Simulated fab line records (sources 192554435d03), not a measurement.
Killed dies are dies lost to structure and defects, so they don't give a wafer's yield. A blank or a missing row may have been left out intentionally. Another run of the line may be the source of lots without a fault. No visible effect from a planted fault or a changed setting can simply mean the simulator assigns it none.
Chamber matching || flow n5 finfet || N5_SDB_ETCH_25 on rie diel-04: 4 sister chambers
The step etches SiO2 in C4F6/O2, target depth 10 nm, time 3.3 s. 4 wafers are shown with their chamber, then 8 later ones without.

== WAFERS, EACH WITH ITS CHAMBER ==
{"wafer": "L079.1", "chamber": 1, "throttle valve pct (%)": 21.05}
{"wafer": "L080.5", "chamber": 2, "throttle valve pct (%)": 21.49}
{"wafer": "L086.5", "chamber": 3, "throttle valve pct (%)": 20.90}
{"wafer": "L087.3", "chamber": 0, "throttle valve pct (%)": 21.63}

== WAFERS WITH NO CHAMBER GIVEN ==
{"wafer": "L087.5", "throttle valve pct (%)": 20.90}
{"wafer": "L087.6", "throttle valve pct (%)": 21.08}
{"wafer": "L088.1", "throttle valve pct (%)": 20.90}
{"wafer": "L088.3", "throttle valve pct (%)": 21.08}
{"wafer": "L088.4", "throttle valve pct (%)": 20.91}
{"wafer": "L096.2", "throttle valve pct (%)": 21.09}
{"wafer": "L096.4", "throttle valve pct (%)": 21.18}
{"wafer": "L096.6", "throttle valve pct (%)": 21.08}

== THE CHAMBER EACH PASSED THROUGH ==
{"wafer": "L087.5", "from the rows above": 3, "in truth": 3}
{"wafer": "L087.6", "from the rows above": 1, "in truth": 1}
{"wafer": "L088.1", "from the rows above": 3, "in truth": 3}
{"wafer": "L088.3", "from the rows above": 1, "in truth": 1}
{"wafer": "L088.4", "from the rows above": 3, "in truth": 3}
{"wafer": "L096.2", "from the rows above": 1, "in truth": 1}
{"wafer": "L096.4", "from the rows above": 1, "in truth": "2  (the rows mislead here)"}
{"wafer": "L096.6", "from the rows above": 1, "in truth": 1}
Placed correctly: 7 of 8. Number that these rows cannot place: 0. 1 placed wrongly.
How it was worked out, from the rows above alone: a wafer's distance from a chamber is the root of the sum, over the readings, of the square of ((its reading less the chamber's mean) divided by the reading's scatter). If the next closest chamber is less than 2 further off than the closest, the wafer can't be placed; otherwise it belongs to the closest. Each chamber's mean is taken over the wafers shown for it. The scatter (one wafer shown for each chamber): square how far every hidden wafer sits from the nearest shown wafer, average those squares and take the square root.
